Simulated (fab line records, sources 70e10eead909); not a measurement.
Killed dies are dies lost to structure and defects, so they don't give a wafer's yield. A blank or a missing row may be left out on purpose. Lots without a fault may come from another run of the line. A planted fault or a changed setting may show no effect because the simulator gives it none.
Chamber matching | flow nand_harc | NHARC_P_BONDPAD_STRIP_15 on rie_diel-05: 4 sister chambers
The step strips in O2. 16 wafers are shown with their chamber, then 8 later ones without.

WAFERS WITH THEIR CHAMBER
wafer  | chamber | showerhead_plenum_p_Torr (Torr) | drypump_motor_current_A (A) | throttle_valve_pct (%)
L075.2 | 2       | 3.69                            | 5.1                         | 17.032
L075.3 | 3       | 3.68                            | 5.9                         | 17.027
L075.5 | 2       | 3.69                            | 5.1                         | 17.047
L082.2 | 0       | 3.68                            | 6.1                         | 17.035
L082.4 | 1       | 3.58                            | 5.7                         | 17.042
L082.5 | 0       | 3.68                            | 6.1                         | 17.040
L082.1 | 2       | 3.69                            | 5.0                         | 17.044
L082.3 | 3       | 3.68                            | 5.9                         | 17.038
L082.6 | 1       | 3.58                            | 5.7                         | 17.045
L085.2 | 0       | 3.68                            | 6.1                         | 17.048
L085.3 | 3       | 3.68                            | 5.9                         | 17.026
L085.5 | 2       | 3.69                            | 5.1                         | 17.046
L087.3 | 1       | 3.58                            | 5.8                         | 17.053
L087.4 | 0       | 3.68                            | 6.1                         | 17.032
L087.6 | 2       | 3.68                            | 5.1                         | 17.040
L088.2 | 0       | 3.68                            | 6.1                         | 17.047

SIGNATURES (means of the wafers above)
reading                  | chamber 0 | chamber 1 | chamber 2 | chamber 3 | scatter within a chamber
showerhead_plenum_p_Torr | 3.6800    | 3.5800    | 3.6880    | 3.6800    | 0.00258
drypump_motor_current_A  | 6.100     | 5.733     | 5.080     | 5.900     | 0.035
throttle_valve_pct       | 17.04040  | 17.04667  | 17.04180  | 17.03033  | 0.00648
Rule: a wafer's distance from a chamber is the root of the sum, over the readings, of the square of ((its reading less the chamber's mean) divided by the reading's scatter). The wafer belongs to the nearest chamber; if the next one is less than 2 further off, it can't be placed. The scatter: the root of (the sum of the squares of (reading less its chamber's mean) over the shown wafers, divided by (wafers less chambers)).

WAFERS WITHOUT THEIR CHAMBER
wafer  | showerhead_plenum_p_Torr (Torr) | drypump_motor_current_A (A) | throttle_valve_pct (%)
L088.3 | 3.68                            | 5.9                         | 17.027
L088.6 | 3.68                            | 6.1                         | 17.035
L089.2 | 3.68                            | 6.1                         | 17.024
L089.3 | 3.68                            | 5.1                         | 17.046
L089.4 | 3.68                            | 5.9                         | 17.045
L090.4 | 3.58                            | 5.7                         | 17.040
L090.5 | 3.68                            | 5.9                         | 17.049
L090.6 | 3.68                            | 5.1                         | 17.025

WHICH CHAMBER EACH WENT THROUGH
wafer  | from the rows above | in truth
L088.3 | 3                   | 3
L088.6 | 0                   | 0
L089.2 | 0                   | 0
L089.3 | 2                   | 2
L089.4 | 3                   | 3
L090.4 | 1                   | 1
L090.5 | 3                   | 3
L090.6 | 2                   | 2
Placed correctly: 8 of 8. Can't be placed from these rows: 0. Placed wrongly: 0.
